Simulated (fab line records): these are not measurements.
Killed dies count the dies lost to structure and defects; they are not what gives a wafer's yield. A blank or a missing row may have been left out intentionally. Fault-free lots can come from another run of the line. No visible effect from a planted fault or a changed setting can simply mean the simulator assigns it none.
fab line records	flow n5-finfet	part 2 of 2: steps 5 to 6 of 6
[record] lots = 20	wafers = 60	last-day = 18
route steps=1938 shown FIN_SAQP@102 FIN_CUT@177
lots untouched by any fault: they come from a run of this same line in which no faults occurred
start-h: hours from the record's opening day to when the first of the lot's shown wafers began	wait-h: time in hours since the lot's previous step	" as in the row above	L1.1+2: a single row standing in for several wafers	- no value, or no start was given	* or withheld: withheld	< > ~ a bound
route shown NAME@n: NAME is a module with steps in the file, n the number in the route of the first one	usual: average and standard deviation across the fault-free wafers	same: alike in all rows	chamber/n: place in a boat	sites: each site's reading	_std_site: how widely they spread, as a standard deviation	_edge_site: outer sites' mean less inner sites'	radius-mm: how far each site lies from the wafer's centre	mask NAME#n: copy n	behind: the most recent tool/chamber to have shaped the wafer	hold: cause of the lot's hold/its duration in hours/its outcome	device: the n, p or np transistor that did not switch	end of line: tests of these same wafers at the route's end	for a step that has no rows: nothing shown but its recipe	killed: count of dies lost to structure and defects at first sort (not the wafer's yield)	map: shows each die of a wafer: x if killed, . if not, _ if none is there
set.NAME: setting as actually run; set.NAME@STEP: the setting as run at that earlier step	model.NAME: the simulator's own value behind a step, which no gauge read
route steps across a sampled set of lots; one table per step, one row per wafer
services: the hour from which a tool's chamber was out of use, counted from the record's first day as start-h (under 0 if before that day), plus the number of hours and why
[[steps]]
[step N5_FIN_SAQP_FIN_ETCH_36]
[recipe] chemistry = HBr/Cl2/O2	target-depth-a = 1200	mask-material = SiNx	time-s = 50.4	bias-w = 102	pressure-mtorr = 10	icp-w = 800	HBr_flow_sccm = 150	Cl2_flow_sccm = 80	O2_flow_sccm = 12
[usual] bias-w = 102.0/0.33	drypump-motor-current-A = 5.5/0.6	oes-product-au = 1.006/0.017	throttle-valve-pct = 36.1/0.33
lot.wafer	tool	chamber	start-h	wait-h	bias-w	drypump-motor-current-A	oes-product-au	rf-hours-counter-h	throttle-valve-pct
L075.2	rie-si-02	1	32.97	0.0	102.2	5.1	1.020	25	36.1
L075.5	"	1	"	"	102.2	5.1	1.023	-	36.1
L075.6	"	2	"	"	101.6	6.4	1.038	-	36.0
L076.1	rie-si-02	1	38.65	0.0	102.1	5.1	1.025	25	36.1
L076.4	"	2	"	"	101.9	6.4	1.023	59	36.0
L076.6	"	1	"	"	102.2	5.1	1.008	-	36.1
L077.2	rie-si-05	1	45.08	0.0	102.1	4.9	1.009	43	36.7
L077.5	"	0	"	"	101.9	4.9	1.004	-	35.8
L077.6	"	3	"	"	101.9	5.6	1.008	-	36.3
L078.1	rie-si-02	3	52.99	0.0	101.2	6.0	1.031	7	36.3
L078.3	"	2	"	"	101.5	6.4	1.030	59	36.0
L078.5	"	0	"	"	101.7	4.9	0.977	-	36.6
L080.1	rie-si-05	2	62.14	0.0	101.9	6.2	0.977	93	35.7
L080.3	"	1	"	"	102.4	4.9	1.016	43	36.6
L080.4	"	0	"	"	101.9	4.9	0.996	35	35.8
L081.1	rie-si-04	1	72.42	0.0	102.6	5.4	1.021	183	36.0
L081.3	"	0	"	"	101.8	6.5	0.987	2	35.8
L081.5	"	0	"	"	102.3	6.5	0.979	-	35.8
L083.1	rie-si-05	0	80.92	0.0	101.8	4.9	0.997	36	35.8
L083.5	"	3	"	"	102.3	5.6	1.013	-	36.3
L083.6	"	0	"	"	102.0	4.9	1.015	-	35.8
L084.3	rie-si-02	3	87.82	0.0	101.9	6.0	1.016	8	36.3
L084.4	"	2	"	"	101.9	6.4	1.028	60	36.0
L084.5	"	1	"	"	102.3	5.1	1.026	-	36.1
L085.1	rie-si-02	3	92.83	0.0	101.5	6.0	1.016	8	36.3
L085.4	"	0	"	"	102.3	4.9	0.985	7	36.7
L085.5	"	3	"	"	101.3	6.0	1.016	-	36.4
L086.1	rie-si-04	0	100.71	0.0	102.1	6.5	0.983	2	35.8
L086.2	"	3	"	"	101.8	4.8	0.998	26	36.4
L086.5	"	0	"	"	101.5	6.5	0.980	-	35.8
L087.3	rie-si-05	0	105.81	0.0	101.9	5.0	1.009	36	35.8
L087.4	"	0	"	"	102.3	5.0	0.998	-	35.8
L087.6	"	2	"	"	101.8	6.3	0.977	-	35.7
L088.2	rie-si-04	2	111.26	0.0	102.1	6.0	0.988	8	35.7
L088.3	"	3	"	"	101.8	4.8	0.996	26	36.4
L088.5	"	0	"	"	101.7	6.5	0.974	-	35.8
L089.1	rie-si-05	3	117.49	0.0	101.5	5.6	1.015	90	36.3
L089.2	"	2	"	"	101.9	6.3	0.998	94	35.7
L089.4	"	1	"	"	101.7	4.9	1.025	44	36.7
L090.3	rie-si-04	1	125.12	0.0	101.9	5.4	1.014	183	36.0
L090.4	"	0	"	"	102.2	6.4	0.970	3	35.8
L090.6	"	1	"	"	102.6	5.4	1.016	-	36.0
L091.1	rie-si-02	0	129.84	0.0	101.7	4.9	0.976	7	36.7
L091.3	"	2	"	"	102.3	6.4	1.029	61	36.0
L091.4	"	1	"	"	101.8	5.1	1.016	27	36.1
L092.2	rie-si-04	0	135.37	0.0	101.7	6.5	0.984	3	35.8
L092.4	"	2	"	"	102.0	6.0	0.993	8	35.7
L092.6	"	2	"	"	102.0	6.0	0.986	-	35.8
L093.2	rie-si-05	0	140.19	0.0	102.2	5.0	1.018	37	35.8
L093.5	"	3	"	"	101.9	5.6	1.004	-	36.4
L093.6	"	1	"	"	101.9	4.9	1.008	-	36.7
L095.1	rie-si-02	3	153.02	0.0	102.0	6.0	1.008	9	36.4
L095.3	"	1	"	"	101.9	5.1	1.026	27	36.1
L095.4	"	0	"	"	101.8	4.9	0.973	8	36.7
L096.2	rie-si-02	2	158.07	0.0	102.0	6.4	1.031	61	36.0
L096.3	"	3	"	"	102.0	6.0	1.018	9	36.4
L096.4	"	1	"	"	102.2	5.1	1.017	27	36.1
L097.1	rie-si-05	1	165.21	0.0	102.0	4.9	1.005	45	36.7
L097.2	"	3	"	"	101.5	5.6	1.006	91	36.3
L097.6	"	3	"	"	101.6	5.6	1.002	-	36.3
[step N5_FIN_CUT_CUT_ETCH_28]
[recipe] chemistry = HBr/Cl2/O2	target = Si	target-depth-a = 60	mask-material = SOC	time-s = 2.4	ion-energy-ev = *	bias-w = *	pressure-mtorr = 10	icp-w = 800	HBr_flow_sccm = 150	Cl2_flow_sccm = 80	O2_flow_sccm = 12
[usual] bias-w = *	drypump-motor-current-A = 5.5/0.48	oes-product-au = 0.994/0.015	throttle-valve-pct = 37.4/0.32
lot.wafer	tool	chamber	start-h	wait-h	bias-w	drypump-motor-current-A	oes-product-au	rf-hours-counter-h	throttle-valve-pct
L075.2	rie-si-06	2	34.33	0.0	*	6.5	0.997	3	36.8
L075.5	"	2	"	"	*	6.5	1.006	-	36.8
L075.6	"	3	"	"	*	5.5	0.969	-	37.8
L076.1	rie-si-06	0	40.09	0.0	*	5.4	1.008	134	37.3
L076.4	"	3	"	"	*	5.5	0.965	122	37.7
L076.6	"	1	"	"	*	4.8	0.997	-	37.8
L077.2	rie-si-06	3	46.47	0.0	*	5.5	0.962	122	37.7
L077.5	"	1	"	"	*	4.8	0.987	-	37.7
L077.6	"	0	"	"	*	5.4	0.996	-	37.3
L078.1	rie-si-06	0	54.47	0.0	*	5.4	0.996	134	37.4
L078.3	"	3	"	"	*	5.5	0.967	122	37.8
L078.5	"	2	"	"	*	6.5	1.003	-	36.8
L080.1	rie-si-01	2	63.63	0.0	*	5.8	0.996	166	37.8
L080.3	"	1	"	"	*	5.7	0.971	96	37.4
L080.4	"	3	"	"	*	5.9	1.004	85	37.4
L081.1	rie-si-03	2	73.78	0.0	*	5.4	1.026	139	36.9
L081.3	"	0	"	"	*	5.1	0.994	25	37.3
L081.5	"	1	"	"	*	5.8	0.983	-	37.6
L083.1	rie-si-06	0	82.40	0.0	*	5.4	0.994	134	37.4
L083.5	"	1	"	"	*	4.8	1.000	-	37.8
L083.6	"	0	"	"	*	5.4	0.999	-	37.3
L084.3	rie-si-06	0	89.18	0.0	*	5.4	0.998	135	37.3
L084.4	"	3	"	"	*	5.5	0.977	122	37.8
L084.5	"	3	"	"	*	5.5	0.970	-	37.8
L085.1	rie-si-03	0	94.31	0.0	*	5.1	0.994	26	37.3
L085.4	"	3	"	"	*	5.9	0.989	175	37.1
L085.5	"	0	"	"	*	5.1	0.991	-	37.3
L086.1	rie-si-06	1	102.23	0.0	*	4.8	1.002	97	37.8
L086.2	"	3	"	"	*	5.5	0.967	123	37.8
L086.5	"	3	"	"	*	5.5	0.972	-	37.8
L087.3	rie-si-03	1	107.30	0.0	*	5.8	0.988	166	37.7
L087.4	"	3	"	"	*	5.9	0.982	175	37.1
L087.6	"	2	"	"	*	5.3	1.030	-	36.9
L088.2	rie-si-01	2	112.76	0.0	*	5.8	0.996	167	37.8
L088.3	"	1	"	"	*	5.6	0.971	97	37.4
L088.5	"	1	"	"	*	5.6	0.971	-	37.4
L089.1	rie-si-01	0	118.98	0.0	*	5.0	1.009	5	37.4
L089.2	"	3	"	"	*	5.9	0.998	86	37.4
L089.4	"	2	"	"	*	5.8	1.002	167	37.8
L090.3	rie-si-03	3	126.80	0.0	*	5.9	0.992	176	37.2
L090.4	"	0	"	"	*	5.1	1.003	26	37.3
L090.6	"	2	"	"	*	5.4	1.022	-	36.9
L091.1	rie-si-06	1	131.20	0.0	*	4.8	0.993	97	37.8
L091.3	"	3	"	"	*	5.5	0.966	123	37.8
L091.4	"	2	"	"	*	6.5	0.998	5	36.8
L092.2	rie-si-01	0	136.79	0.0	*	5.0	1.008	6	37.4
L092.4	"	3	"	"	*	5.9	1.004	86	37.4
L092.6	"	1	"	"	*	5.6	0.980	-	37.4
L093.2	rie-si-01	0	141.57	0.0	*	5.0	0.999	6	37.4
L093.5	"	1	"	"	*	5.7	0.970	-	37.4
L093.6	"	0	"	"	*	5.0	1.005	-	37.4
L095.1	rie-si-03	3	154.38	0.0	*	5.9	0.987	176	37.1
L095.3	"	2	"	"	*	5.3	1.032	141	36.9
L095.4	"	0	"	"	*	5.1	0.990	27	37.3
L096.2	rie-si-06	2	159.44	0.0	*	6.5	0.988	6	36.8
L096.3	"	0	"	"	*	5.4	1.000	136	37.3
L096.4	"	3	"	"	*	5.5	0.963	124	37.7
L097.1	rie-si-03	0	166.57	0.0	*	5.1	1.001	27	37.3
L097.2	"	3	"	"	*	5.9	0.996	176	37.1
L097.6	"	2	"	"	*	5.4	1.037	-	36.9
[[services]]
tool	chamber	start-h	hours	kind
rie-si-05	-	4.01	0.3	repair
rie-diel-06	3	4.61	5.3	repair
rie-si-06	-	9.78	0.2	repair
ald-sin-01	-	11.58	2.7	repair
rie-diel-03	1	18.59	3.5	repair
pecvd-01	1	34.73	10.5	repair
ald-sin-04	2	41.38	2.8	repair
rie-diel-03	0	41.90	2.2	repair
rie-si-06	-	56.52	14.6	pm
rie-si-06	-	75.64	0.1	repair
rie-diel-06	2	78.60	4.3	repair
rie-diel-01	3	80.46	4.2	repair
rie-si-05	1	85.21	22.8	repair
ald-sin-01	-	85.90	14.0	pm
rie-diel-03	2	91.31	7.1	repair
ald-sin-04	1	91.70	3.7	repair
rie-si-06	-	93.60	2.1	repair
rie-diel-03	-	111.30	2.4	repair
ald-sin-01	2	126.17	3.7	repair
rie-si-05	2	131.94	12.4	repair
rie-diel-06	1	132.23	6.0	repair
rie-diel-06	0	133.63	5.5	repair
rie-diel-06	-	139.31	0.5	repair
rie-diel-06	3	155.87	5.8	repair
